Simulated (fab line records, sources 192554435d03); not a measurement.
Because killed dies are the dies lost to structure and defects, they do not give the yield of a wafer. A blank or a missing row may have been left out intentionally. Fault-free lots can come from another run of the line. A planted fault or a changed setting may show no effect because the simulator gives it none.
Which tool was responsible? | flow n5Finfet | Sampling: 14 lots, 38 wafers, 3 of 1938 route steps

== WHAT THE GAUGES READ, wafer by wafer ==
N5_PASSIVATION_CD_MEAS_44 targets a cd of 40000 nm.
lot  | measured     | on       | cdNm (nm)
L188 | day 13 15:27 | cdSem-02 | 39998 39999 39998
L189 | day 14 10:36 | cdSem-01 | 40006 40011 40010
L190 | day 14 10:25 | cdSem-03 | 40003 40002 40006
L192 | day 14 14:52 | cdSem-03 | 39999 40003 40002
L193 | day 15 07:53 | cdSem-03 | 40003 40003 40009
L195 | day 14 20:02 | cdSem-02 | 40002 40006 39997
L194 | day 15 13:29 | cdSem-03 | 40006 40004 40003
L196 | day 15 17:53 | cdSem-02 | 40002 40000 40003
L198 | day 15 19:11 | cdSem-03 | 40005 39999 39999
L199 | day 16 11:30 | cdSem-02 | 39999 40001 40003
L203 | day 17 08:36 | cdSem-03 | 39994
L204 | day 17 09:25 | cdSem-03 | 40000
L206 | day 19 03:16 | cdSem-02 | 40004 40007 39999
L207 | day 19 02:13 | cdSem-03 | 40002 40003 40004

== TOOL THAT RAN EACH LOT (tool first, then ch and the chambers of the sampled wafers, then the start) ==
lot  | N5_BEOL_M0_SAQP_SPACER1_ALD_98   | N5_PASSIVATION_PRE_CLEAN_19
L188 | aldSin-04 ch 0,1,2, day 6 13:55  | pvdSputter-03, day 13 12:58
L189 | aldSin-03 ch 0,1,2, day 6 20:46  | pvdSputter-02, day 14 08:01
L190 | aldSin-03 ch 1,2, day 7 00:08    | pvdSputter-02, day 14 07:35
L192 | aldSin-04 ch 0,1,3, day 7 11:19  | pvdSputter-02, day 14 12:12
L193 | aldSin-01 ch 0,1,3, day 7 19:50  | pvdSputter-02, day 15 05:31
L195 | aldSin-01 ch 0,2,3, day 8 06:53  | pvdSputter-01, day 14 17:26
L194 | aldSin-03 ch 0,1,3, day 8 07:14  | pvdSputter-01, day 15 10:59
L196 | aldSin-03 ch 1,2, day 8 13:08    | pvdSputter-03, day 15 15:25
L198 | aldSin-01 ch 0,2, day 9 00:44    | pvdSputter-01, day 15 16:44
L199 | aldSin-03 ch 0,1,3, day 9 06:14  | pvdSputter-01, day 16 09:02
L203 | aldSin-01 ch 2, day 10 05:39     | pvdSputter-01, day 17 05:58
L204 | aldSin-01 ch 2, day 10 20:17     | pvdSputter-01, day 17 06:49
L206 | aldSin-03 ch 0,1,2, day 11 03:19 | pvdSputter-02, day 19 00:10
L207 | aldSin-04 ch 0,2, day 11 07:46   | pvdSputter-01, day 18 23:29
- N5_BEOL_M0_SAQP_SPACER1_ALD_98: deposits SiO2, target thk 12.8 nm, pulse time 1 s, purge time 2 s.
- N5_PASSIVATION_PRE_CLEAN_19

== WHAT THE TOOLS THEMSELVES READ (means of the sampled wafers that have a number; where no wafer has one, the mark that the record gives instead) ==
N5_BEOL_M0_SAQP_SPACER1_ALD_98.
lot  | tool      | heaterPowerOuterW (W) | heaterPowerW (W) | precursorPulseHeightRel
L188 | aldSin-04 | 270                   | 483              | 1.002
L189 | aldSin-03 | 292                   | 488              | 1.000
L190 | aldSin-03 | 289                   | 474              | 0.999
L192 | aldSin-04 | 261                   | 480              | 1.001
L193 | aldSin-01 | 283                   | 487              | 0.997
L195 | aldSin-01 | 297                   | 507              | 1.017
L194 | aldSin-03 | 287                   | 508              | 1.007
L196 | aldSin-03 | 293                   | 479              | 1.016
L198 | aldSin-01 | 302                   | 494              | 0.995
L199 | aldSin-03 | 285                   | 509              | 1.011
L203 | aldSin-01 | 312                   | 478              | 0.979
L204 | aldSin-01 | 306                   | 497              | 1.025
L206 | aldSin-03 | 296                   | 490              | 1.005
L207 | aldSin-04 | 281                   | 519              | 0.984

N5_PASSIVATION_PRE_CLEAN_19.
lot  | tool          | heaterPowerW (W)
L188 | pvdSputter-03 | 490
L189 | pvdSputter-02 | 469
L190 | pvdSputter-02 | 504
L192 | pvdSputter-02 | 513
L193 | pvdSputter-02 | 492
L195 | pvdSputter-01 | 470
L194 | pvdSputter-01 | 456
L196 | pvdSputter-03 | 457
L198 | pvdSputter-01 | 505
L199 | pvdSputter-01 | 456
L203 | pvdSputter-01 | 504
L204 | pvdSputter-01 | 495
L206 | pvdSputter-02 | 537
L207 | pvdSputter-01 | 485

== THE ANSWER, worked out from the rows above alone ==
Rule: usual is defined by the lots themselves. Put in order of their means at a reading, lots are off if they are a third of the lots or fewer, leave a main group of 4 or more, and stand apart from it by a gap of 3 or more times the standard deviation of the main group's means; of several such gaps the widest counts. The tables above print the reading to a certain number of digits; a main group whose means all agree to those digits is not used. A lot without any number at a reading at which 4 lots or more have one is off too. All remaining lots with rows at the step are treated as sound. The gauges are gone through in route order, then the tools' own readings, and for those a lot's mean is taken as printed above. The first step at which some lot is off is used, and at that step the reading that is off furthest; a lot without a number counts as furthest.
No lot is off at any reading shown: from this, nothing can be told.

== WHAT THE SIMULATOR PUT IN ==
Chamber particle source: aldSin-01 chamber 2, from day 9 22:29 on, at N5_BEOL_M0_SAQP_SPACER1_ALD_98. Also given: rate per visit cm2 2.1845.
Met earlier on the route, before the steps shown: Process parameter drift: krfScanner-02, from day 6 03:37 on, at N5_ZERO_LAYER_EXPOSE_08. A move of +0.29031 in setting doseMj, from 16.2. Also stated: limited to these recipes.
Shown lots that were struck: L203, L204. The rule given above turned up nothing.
